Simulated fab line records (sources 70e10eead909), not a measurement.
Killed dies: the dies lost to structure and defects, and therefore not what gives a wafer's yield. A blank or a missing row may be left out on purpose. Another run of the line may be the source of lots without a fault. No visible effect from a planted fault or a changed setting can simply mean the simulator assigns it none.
Comparing a struck lot with a sound one | flow nand_harc | 15 out of 1302 route steps
Sound: the wafers L881.2, L881.3, L881.6. Struck: wafers L872.1, L872.4, L872.5. At the end, the cause is stated.
Order at every step that has rows: each side's tool, ch and its chambers, its first start. Under that, the readings that differ: sound wafers | struck wafers | difference of the means | sigmas: that difference in standard deviations of wafers without a fault.
alike: words and numbers the same on both sides, and readings whose means are apart by under 2 such deviations; not compared: readings that were withheld, readings missing a value for some wafer, numbers with overlapping values and no deviation given by the record, and bounds like >300 which may hide the same value.
A row with sigmas, a row that says differs or no value, or rows on one side alone: a step with any of these is where the two part. Numbers that don't overlap but have no deviation are shown without sigmas and don't part them. A reading missing from all wafers of one side parts the sides only when that side holds two or more wafers.

NHARC_P_GATE_INSPECT_28:
  sound on defect_inspect-01 at day 13 19:45; struck on defect_inspect-02 at day 10 04:39
  alike: raw_defect_count
NHARC_P_GATE_DESCUM_31: chemistry O2, time 3 s.
  sound on rie_diel-02 ch 1,3, day 13 19:49; struck on rie_diel-09 ch 0,1,3, day 10 04:43
  alike: drypump_motor_current_A, oes_product_au, rf_vpp_V, showerhead_plenum_p_Torr, throttle_valve_pct
  not compared: rf_hours_counter_h
NHARC_P_GATE_ETCH_104: etches the open film in CF4/CHF3, target depth 60 nm.
  sound on rie_diel-02 ch 0,2, day 13 19:53; struck on rie_diel-09 ch 2,3, day 10 04:48
  reading               | sound             | struck            | difference | sigmas
  oes_product_au (a.u.) | 0.950 0.993 0.978 | 0.930 0.925 0.935 | -0.044     | -2
  rf_vpp_V (V)          | 368.8 367.8 366.7 | 372.8 373.0 370.7 | +4.4       | +2
  alike: drypump_motor_current_A, showerhead_plenum_p_Torr, throttle_valve_pct
NHARC_P_GATE_HM_OPEN_105: chemistry O2/COS, target depth 360 nm.
  sound on rie_diel-02 ch 0,2; struck on rie_diel-09 ch 0,2
  alike: drypump_motor_current_A, oes_product_au, rf_vpp_V, showerhead_plenum_p_Torr, throttle_valve_pct
  not compared: rf_hours_counter_h
then, 1 step without rows for these wafers: NHARC_P_GATE_STRIP_106 (strips in O2/COS).
NHARC_P_GATE_ETCH_114: etches the open film in CF4/O2, target depth 30 nm, overetch 3 nm, time 16.5 s.
  sound on rie_diel-02 ch 0,1,3; struck on rie_diel-09 ch 0,1,3
  alike: drypump_motor_current_A, oes_o_777_au, oes_product_au, rf_vpp_V, showerhead_plenum_p_Torr, throttle_valve_pct
  not compared: rf_hours_counter_h
then, 1 step without rows for these wafers: NHARC_P_GATE_ETCH_32 (etches the open film in HBr/Cl2, target depth 150 nm, time 100.1 s).
NHARC_P_GATE_STRIP_108: strips in O2.
  sound on rie_diel-12 ch 1,2,3, day 13 20:26; struck on rie_diel-09 ch 0,2,3, day 10 05:21
  alike: drypump_motor_current_A, oes_product_au, rf_vpp_V, showerhead_plenum_p_Torr, throttle_valve_pct
  not compared: rf_hours_counter_h
NHARC_P_GATE_CD_MEAS_33:
  sound on cd_sem-02 at day 13 20:37; struck on cd_sem-01 at day 10 05:31
  alike: cd_nm
then, 3 steps without rows for these wafers: NHARC_P_GATE_STRIP_35 (strips in SPM, time 600 s); NHARC_P_GATE_PRECLEAN_73 (cleans in SC1); NHARC_P_GATE_SRD_74.
NHARC_P_GATE_ALD_36: deposits SiNx, target thk 20 nm, pulse time 60 s, ald cycles 223.
  sound on ald_sin-04 ch 0,2, day 13 22:07; struck on ald_sin-04 ch 1,2, day 10 05:58
  no value came back on the struck wafers for ald_cycles, heater_power_outer_w (W), heater_power_w (W), precursor_pulse_height_rel; on the sound wafers ald_cycles reads 223 223 223
then, 1 step without rows for these wafers: NHARC_P_GATE_ETCHBACK_37 (etches the open film in CHF3/O2, target depth 34.5 nm, time 17.2 s).
-- jump in the record: it breaks off in module P_GATE and resumes in module END (first step shown: number 1302 of the route), and 20 days separate the struck wafers' starts before and after --
NHARC_END_SORT_01:
  sound on prober-02 ch 0, day 33 15:34; struck on prober-01 ch 0, day 29 18:07
  reading             | sound    | struck                                                               | difference                   | sigmas
  hold                | - - -    | await_dispo/6.8h/scrap await_dispo/6.8h/scrap await_dispo/6.8h/scrap | no value on the sound wafers |
  killed_at_periphery | 3 3 3    | 624 629 609                                                          | +618                         | +99 or more
  killed_dies         | 48 42 53 | 677 677 677                                                          | +629                         | +31
  alike: killed_at_array, killed_at_other, killed_open, killed_short

## WHERE THEY PART
First at NHARC_P_GATE_ETCH_104; last, within this record, at NHARC_END_SORT_01.

WHY: whatever the simulator had introduced
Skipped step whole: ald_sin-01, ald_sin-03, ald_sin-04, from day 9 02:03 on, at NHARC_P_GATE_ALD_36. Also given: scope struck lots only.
